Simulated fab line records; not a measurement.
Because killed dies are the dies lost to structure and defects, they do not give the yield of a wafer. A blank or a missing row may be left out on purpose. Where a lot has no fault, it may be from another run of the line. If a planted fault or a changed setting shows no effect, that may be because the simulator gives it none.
Chamber matching + flow n5Finfet + rieSi-06 running N5_FIN_SAQP_ETCH_65: 4 sister chambers
The step etches SiO2 in CF4, target depth 4 nm, time 4.4 s. 27 wafers are shown with their chamber, then 12 later ones without.

== WAFERS WITH THEIR CHAMBER ==
| wafer  | chamber | drypumpMotorCurrentA (A) | throttleValvePct (%) | oesProductAu (a.u.) |
|--------|---------|--------------------------|----------------------|---------------------|
| L075.1 | 1       | 5.8                      | 21.69                | 1.046               |
| L075.3 | 3       | 4.8                      | 21.77                | 1.040               |
| L075.5 | 2       | 5.5                      | 21.47                | 1.002               |
| L077.1 | 2       | 5.5                      | 21.47                | 1.006               |
| L077.3 | 1       | 5.8                      | 21.67                | 1.032               |
| L077.6 | 0       | 6.0                      | 21.91                | 1.013               |
| L078.1 | 2       | 5.5                      | 21.47                | 0.996               |
| L078.3 | 0       | 6.0                      | 21.91                | 1.008               |
| L078.6 | 2       | 5.5                      | 21.48                | 1.012               |
| L079.1 | 0       | 6.0                      | 21.93                | 1.017               |
| L079.3 | 1       | 5.8                      | 21.69                | 1.037               |
| L079.6 | 1       | 5.8                      | 21.68                | 1.037               |
| L080.1 | 1       | 5.8                      | 21.68                | 1.042               |
| L080.3 | 3       | 4.8                      | 21.76                | 1.035               |
| L080.5 | 3       | 4.9                      | 21.77                | 1.048               |
| L081.2 | 1       | 5.8                      | 21.68                | 1.038               |
| L081.3 | 0       | 6.0                      | 21.91                | 1.022               |
| L081.5 | 1       | 5.8                      | 21.67                | 1.038               |
| L082.1 | 2       | 5.5                      | 21.47                | 1.002               |
| L082.2 | 1       | 5.8                      | 21.68                | 1.026               |
| L082.3 | 3       | 4.9                      | 21.78                | 1.043               |
| L086.1 | 0       | 6.0                      | 21.90                | 1.027               |
| L086.3 | 3       | 4.9                      | 21.77                | 1.046               |
| L086.4 | 2       | 5.5                      | 21.45                | 0.998               |
| L087.1 | 3       | 4.9                      | 21.78                | 1.042               |
| L087.3 | 1       | 5.8                      | 21.68                | 1.033               |
| L087.6 | 3       | 4.8                      | 21.79                | 1.046               |

SIGNATURES, as means of the wafers listed above
| reading              | chamber 0 | chamber 1 | chamber 2 | chamber 3 | scatter within a chamber |
|----------------------|-----------|-----------|-----------|-----------|--------------------------|
| drypumpMotorCurrentA | 6.000     | 5.800     | 5.500     | 4.857     | 0.0273                   |
| throttleValvePct     | 21.9120   | 21.6800   | 21.4683   | 21.7743   | 0.00917                  |
| oesProductAu         | 1.01740   | 1.03656   | 1.00267   | 1.04286   | 0.00579                  |
Rule: for a wafer and a chamber, the distance is found by dividing, reading by reading, the gap between the wafer's reading and the chamber's mean by the reading's scatter, squaring, summing and taking the root. If the next closest chamber is less than 2 further off than the closest, the wafer can't be placed; otherwise it belongs to the closest. The scatter: the root of (the sum of the squares of (reading less its chamber's mean) over the shown wafers, divided by (wafers less chambers)).

== WAFERS WITHOUT THEIR CHAMBER ==
| wafer  | drypumpMotorCurrentA (A) | throttleValvePct (%) | oesProductAu (a.u.) |
|--------|--------------------------|----------------------|---------------------|
| L088.1 | 5.5                      | 21.46                | 0.997               |
| L088.3 | 5.8                      | 21.70                | 1.035               |
| L088.5 | 4.9                      | 21.77                | 1.045               |
| L090.1 | 6.0                      | 21.92                | 1.011               |
| L090.2 | 4.9                      | 21.77                | 1.046               |
| L090.5 | 5.8                      | 21.69                | 1.030               |
| L096.1 | 5.5                      | 21.47                | 1.006               |
| L096.3 | 6.0                      | 21.92                | 1.018               |
| L096.4 | 5.8                      | 21.70                | 1.045               |
| L097.2 | 5.8                      | 21.69                | 1.037               |
| L097.5 | 6.0                      | 21.91                | 1.020               |
| L097.6 | 5.5                      | 21.46                | 1.003               |

== WHICH CHAMBER EACH WENT THROUGH ==
| wafer  | from the rows above | in truth |
|--------|---------------------|----------|
| L088.1 | 2                   | 2        |
| L088.3 | 1                   | 1        |
| L088.5 | 3                   | 3        |
| L090.1 | 0                   | 0        |
| L090.2 | 3                   | 3        |
| L090.5 | 1                   | 1        |
| L096.1 | 2                   | 2        |
| L096.3 | 0                   | 0        |
| L096.4 | 1                   | 1        |
| L097.2 | 1                   | 1        |
| L097.5 | 0                   | 0        |
| L097.6 | 2                   | 2        |
Correct placement for 12 of the 12. From these rows, 0 cannot be placed. Number placed wrongly: 0.
